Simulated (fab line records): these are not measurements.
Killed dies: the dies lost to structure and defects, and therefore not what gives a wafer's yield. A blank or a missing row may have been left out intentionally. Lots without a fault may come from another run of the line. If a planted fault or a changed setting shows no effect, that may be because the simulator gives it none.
Which tool did it? + flow nand harc + 12 lots, 36 wafers sampled, at 5 steps of a route of 1159

## WHAT THE GAUGES READ, wafer by wafer
NHARC_A_BONDPAD_THK_MEAS_20: measures by xrf.
| lot  | measured     | on            | thk nm (nm)       |
|------|--------------|---------------|-------------------|
| L447 | day 18 12:13 | film metro-02 | 170.2 169.5 172.0 |
| L446 | day 18 15:07 | film metro-02 | 169.4 171.1 171.0 |
| L451 | day 19 02:20 | film metro-01 | 170.6 169.6 168.7 |
| L452 | day 19 05:56 | film metro-01 | 168.0 171.4 171.3 |
| L449 | day 19 15:53 | film metro-01 | 170.7 170.2 171.5 |
| L450 | day 19 20:04 | film metro-01 | 169.0 170.3 170.8 |
| L455 | day 20 08:41 | film metro-02 | 168.5 168.4 169.3 |
| L456 | day 20 22:37 | film metro-01 | 170.6 167.9 169.3 |
| L461 | day 22 17:37 | film metro-01 | 168.3 171.9 170.6 |
| L463 | day 22 19:40 | film metro-01 | 166.4 169.7 168.3 |
| L465 | day 22 21:20 | film metro-01 | 168.5 171.6 168.0 |
| L469 | day 24 00:49 | film metro-01 | 168.8 169.0 167.7 |

NHARC_END_SORT_01.
| lot  | measured     | on        | defect limited yield (%) | killed at array | killed at other | killed at periphery | killed dies | killed open | killed short | sort_bin_2_pct (%) | sort_bin_3_pct (%) | sort_bin_4_pct (%) | sort n pass | sort rim yield pct (%) | sort yield pct (%) |
|------|--------------|-----------|--------------------------|-----------------|-----------------|---------------------|-------------|-------------|--------------|--------------------|--------------------|--------------------|-------------|------------------------|--------------------|
| L461 | day 24 04:15 | prober-01 | 96.9 87.3 96.9           | 16 85 18        | 3 0 0           | 2 1 3               | 21 86 21    | 2 2 5       | 3 1 3        | 0.4 4.0 1.0        | 0 3.84 0.15        | 2.7 4.9 1.9        | 656 591 656 | 98 86 98               | 96.9 87.3 96.9     |
| L463 | day 24 04:55 | prober-02 | 85.8 95.3 85.4           | 92 31 96        | 1 0 0           | 3 1 3               | 96 32 99    | 2 4 4       | 0 3 1        | 4.9 1.6 5.5        | 4.14 0.15 3.99     | 5.2 3.0 5.2        | 581 645 578 | 83 99 87               | 85.8 95.3 85.4     |

## WHICH TOOL RAN EACH LOT (tool, then ch and the chambers of the sampled wafers, then the start)
| lot  | NHARC_A_M0_PVD_20            | NHARC_A_BONDPAD_ETCH_24                       | NHARC_A_BONDPAD_PVD_27                  |
|------|------------------------------|-----------------------------------------------|-----------------------------------------|
| L447 | pvd sputter-03, day 18 00:59 | rie diel-09 ch 0,2,3, day 18 10:14            | pvd sputter-01, day 18 12:13 or earlier |
| L446 | pvd sputter-02, day 18 04:58 | rie diel-09 ch 0,1,3, day 18 15:07 or earlier | pvd sputter-03, day 18 15:07 or earlier |
| L451 | pvd sputter-01, day 18 15:38 | rie diel-03 ch 0,1,3, day 19 02:20 or earlier | pvd sputter-03, day 19 02:20 or earlier |
| L452 | pvd sputter-03, day 18 19:40 | rie diel-13 ch 0,2,3, day 19 05:56 or earlier | pvd sputter-02, day 19 05:56 or earlier |
| L449 | pvd sputter-01, day 19 05:23 | rie diel-13 ch 0,3, day 19 15:53 or earlier   | pvd sputter-03, day 19 15:53 or earlier |
| L450 | pvd sputter-02, day 19 09:46 | rie diel-13 ch 0,1,2, day 19 20:04 or earlier | pvd sputter-02, day 19 20:04 or earlier |
| L455 | pvd sputter-02, day 19 22:32 | rie diel-09 ch 0,1, day 20 08:41 or earlier   | pvd sputter-01, day 20 08:41 or earlier |
| L456 | pvd sputter-03, day 20 12:23 | rie diel-13 ch 1,2, day 20 22:37 or earlier   | pvd sputter-02, day 20 22:37 or earlier |
| L461 | pvd sputter-02, day 22 06:19 | rie diel-09 ch 0,1,2, day 22 17:37 or earlier | pvd sputter-03, day 22 17:37 or earlier |
| L463 | pvd sputter-02, day 22 09:24 | rie diel-09 ch 1,2,3, day 22 19:40 or earlier | pvd sputter-03, day 22 19:40 or earlier |
| L465 | pvd sputter-03, day 22 10:17 | rie diel-03 ch 0,1,3, day 22 21:20 or earlier | pvd sputter-03, day 22 21:20 or earlier |
| L469 | pvd sputter-01, day 23 14:34 | rie diel-13 ch 1,2, day 23 22:58              | pvd sputter-03, day 24 00:49 or earlier |
- NHARC_A_M0_PVD_20: deposits TaN, target thk 5 nm, time 8.06 s.
- NHARC_A_BONDPAD_ETCH_24: etches the open film in CF4/N2, target depth 30 nm, time 72.99 s.
- NHARC_A_BONDPAD_PVD_27: deposits Cu, target thk 30 nm, time 20.49 s.

## AS READ BY THE TOOLS THEMSELVES (means over the sampled wafers that have a number; for cases with no such wafer, the mark the record gives instead)
NHARC_A_M0_PVD_20.
| lot  | tool           | throttle valve pct (%) |
|------|----------------|------------------------|
| L447 | pvd sputter-03 | 29.6                   |
| L446 | pvd sputter-02 | 30.2                   |
| L451 | pvd sputter-01 | 30.4                   |
| L452 | pvd sputter-03 | 29.9                   |
| L449 | pvd sputter-01 | 30.3                   |
| L450 | pvd sputter-02 | 29.8                   |
| L455 | pvd sputter-02 | 30.5                   |
| L456 | pvd sputter-03 | 30.6                   |
| L461 | pvd sputter-02 | 29.8                   |
| L463 | pvd sputter-02 | 30.3                   |
| L465 | pvd sputter-03 | 30.5                   |
| L469 | pvd sputter-01 | 30.5                   |

NHARC_A_BONDPAD_ETCH_24.
| lot  | tool        | drypump motor current A (A) | mfc ar sccm (sccm) | oes product au (a.u.) | rf vpp V (V) | showerhead plenum p Torr (Torr) | throttle valve pct (%) |
|------|-------------|-----------------------------|--------------------|-----------------------|--------------|---------------------------------|------------------------|
| L447 | rie diel-09 | 5.96                        | 149.5              | 1.001                 | 312.7        | 2.53                            | 19.785                 |
| L446 | rie diel-09 | 5.79                        | 149.8              | 1.007                 | 312.4        | 2.54                            | 19.793                 |
| L451 | rie diel-03 | 5.76                        | 149.6              | 0.994                 | 313.7        | 2.57                            | 19.794                 |
| L452 | rie diel-13 | 5.70                        | 150.2              | 1.001                 | 314.0        | 2.63                            | 19.796                 |
| L449 | rie diel-13 | 5.68                        | 149.9              | 1.000                 | 314.7        | 2.64                            | 19.791                 |
| L450 | rie diel-13 | 5.47                        | 150.1              | 1.006                 | 314.3        | 2.58                            | 19.796                 |
| L455 | rie diel-09 | 5.67                        | 150.1              | 0.995                 | 312.1        | 2.49                            | 19.790                 |
| L456 | rie diel-13 | 5.49                        | 150.1              | 1.005                 | 313.0        | 2.56                            | 19.802                 |
| L461 | rie diel-09 | 5.76                        | 149.7              | 0.993                 | 313.2        | 2.60                            | 19.800                 |
| L463 | rie diel-09 | 5.87                        | 150.0              | 1.001                 | 314.2        | 2.65                            | 19.799                 |
| L465 | rie diel-03 | 5.75                        | 150.5              | 1.003                 | 314.3        | 2.56                            | 19.792                 |
| L469 | rie diel-13 | 5.50                        | 150.3              | 1.007                 | 313.8        | 2.56                            | 19.786                 |

NHARC_A_BONDPAD_PVD_27.
| lot  | tool           | throttle valve pct (%) |
|------|----------------|------------------------|
| L447 | pvd sputter-01 | 29.6                   |
| L446 | pvd sputter-03 | 29.8                   |
| L451 | pvd sputter-03 | 30.1                   |
| L452 | pvd sputter-02 | 30.0                   |
| L449 | pvd sputter-03 | 29.9                   |
| L450 | pvd sputter-02 | 29.9                   |
| L455 | pvd sputter-01 | 30.5                   |
| L456 | pvd sputter-02 | 29.9                   |
| L461 | pvd sputter-03 | 30.8                   |
| L463 | pvd sputter-03 | 30.4                   |
| L465 | pvd sputter-03 | 30.3                   |
| L469 | pvd sputter-03 | 30.3                   |

## THE ANSWER, worked out from the rows above alone
Rule: the lots themselves supply what counts as usual. The widest of any qualifying gaps counts: lots, ordered by their means at a reading, are off when they make up no more than a third of the lots, leave a main group of 4 or more, and stand apart from it by 3 or more times the standard deviation of that group's means. Not used: any main group whose means are identical at the precision the tables above print for the reading. Also off: a lot with no number at a reading for which 4 or more lots have one. Where the step has rows for the other lots, those lots are counted as sound. First the gauges in route order, then the tools' own readings, where a lot's mean is used as printed above. The first step at which some lot is off is used, and at that step the reading that is off furthest; a lot without a number counts as furthest.
Across all readings shown, no lot is off: no conclusion can be drawn from this.

## WHAT WAS PUT IN BY THE SIMULATOR
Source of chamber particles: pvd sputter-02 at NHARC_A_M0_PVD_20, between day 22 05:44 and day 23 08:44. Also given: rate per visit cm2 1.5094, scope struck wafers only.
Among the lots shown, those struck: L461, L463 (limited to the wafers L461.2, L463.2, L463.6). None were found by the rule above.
